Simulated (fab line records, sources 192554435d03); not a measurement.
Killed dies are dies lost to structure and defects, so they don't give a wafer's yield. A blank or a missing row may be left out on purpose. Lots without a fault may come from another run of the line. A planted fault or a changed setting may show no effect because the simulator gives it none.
One fault seen from 3 desks | flow n5_finfet | each desk has only its own numbers; what lay behind them comes last

THE DEFECT DESK
What the inspections along the route counted, lot by lot: means of the sampled wafers that have a number. A lot is out of limits, marked OUT, if its mean lies more than 4 standard deviations from the usual mean; the brackets give that distance.
Columns: A = raw_defect_count at N5_BEOL_M7_INSPECT_13, usual 404
lot  | first seen here | A
L394 | day 9 08:43     | 438
L395 | day 10 11:24    | 359
L398 | day 10 19:58    | 349
L406 | day 13 14:20    | 369
L411 | day 14 11:31    | 346
L413 | day 14 18:52    | 464
This desk's finding: nothing out of limits on any of the 6 lots.

THE METROLOGY DESK
What the gauges read, lot by lot, whatever tool the lot ran on: means of the sampled wafers that have a number. A lot is out of limits, marked OUT, if its mean lies more than 4 standard deviations from the usual mean; the brackets give that distance.
Columns: A = cd_nm at N5_BEOL_M7_CD_MEAS_11, usual 38.9 nm; B = M7_OVL at N5_BEOL_M7_OVL_MEAS_12, usual 0.2 nm; C = cd_nm at N5_BEOL_M7_CD_MEAS_18, usual 40.4 nm
lot  | first seen here | A    | B    | C
L394 | day 9 08:40     | 38.4 | 0.4  | 39.7
L395 | day 10 11:21    | 38.7 | 0.7  | 40.6
L398 | day 10 19:55    | 38.8 | -0.3 | 40.0
L406 | day 13 14:17    | 39.7 | -0.0 | 40.9
L411 | day 14 11:28    | 38.9 | -1.1 | 40.1
L413 | day 14 18:43    | 38.8 | 0.2  | 40.8
This desk's finding: nothing out of limits on any of the 6 lots.

THE TOOL OWNER'S DESK: rie_diel-05
The tool's own readings at N5_BEOL_M7_STRIP_19 (strips in O2): means of the sampled wafers that have a number, for each lot that ran on this tool. A lot is out of limits, marked OUT, if its mean lies more than 4 standard deviations from the usual mean; the brackets give that distance.
Columns: A = chamber_pressure_mTorr at N5_BEOL_M7_STRIP_19, usual 30.00 mTorr; B = drypump_motor_current_A at N5_BEOL_M7_STRIP_19, usual 5.9 A; C = oes_product_au at N5_BEOL_M7_STRIP_19, usual 0.77 a.u.; D = rf_vpp_V at N5_BEOL_M7_STRIP_19, usual 3.6 V; E = showerhead_plenum_p_Torr at N5_BEOL_M7_STRIP_19, usual 2.09 Torr; F = throttle_valve_pct at N5_BEOL_M7_STRIP_19, usual 16.73 %
lot  | first seen here | A               | B   | C    | D   | E    | F
L406 | day 13 15:01    | 30.01           | 6.2 | 0.83 | 3.5 | 2.18 | 16.49
L411 | day 14 12:30    | 27.01 (-85) OUT | 6.0 | 0.81 | 4.4 | 2.10 | 16.56
L413 | day 14 19:23    | 27.02 (-85) OUT | 6.2 | 0.86 | 3.5 | 2.15 | 16.65
This desk's finding: out of limits on L411, L413; first on L411, day 14 12:30 (chamber_pressure_mTorr at N5_BEOL_M7_STRIP_19). In limits: L406.

PUT TOGETHER
The tool owner's desk could have raised an alarm at day 14 12:30, on L411, L413.
The defect desk saw nothing out of limits.
The metrology desk saw nothing out of limits.
The defect desk has L411, L413 on record, within its limits.
The metrology desk has L411, L413 on record, within its limits.
Of the lots named, all ran N5_BEOL_M7_STRIP_19 on rie_diel-05.

WHAT THE SIMULATOR HAD PUT IN
Process parameter drift: rie_diel-05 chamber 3, from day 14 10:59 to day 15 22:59, at N5_BEOL_M7_STRIP_19. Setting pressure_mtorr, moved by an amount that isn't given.
Lots struck among those shown: L411, L413.
Hours from the fault's start to each desk's first reading out of limits: the tool owner's desk, 2.
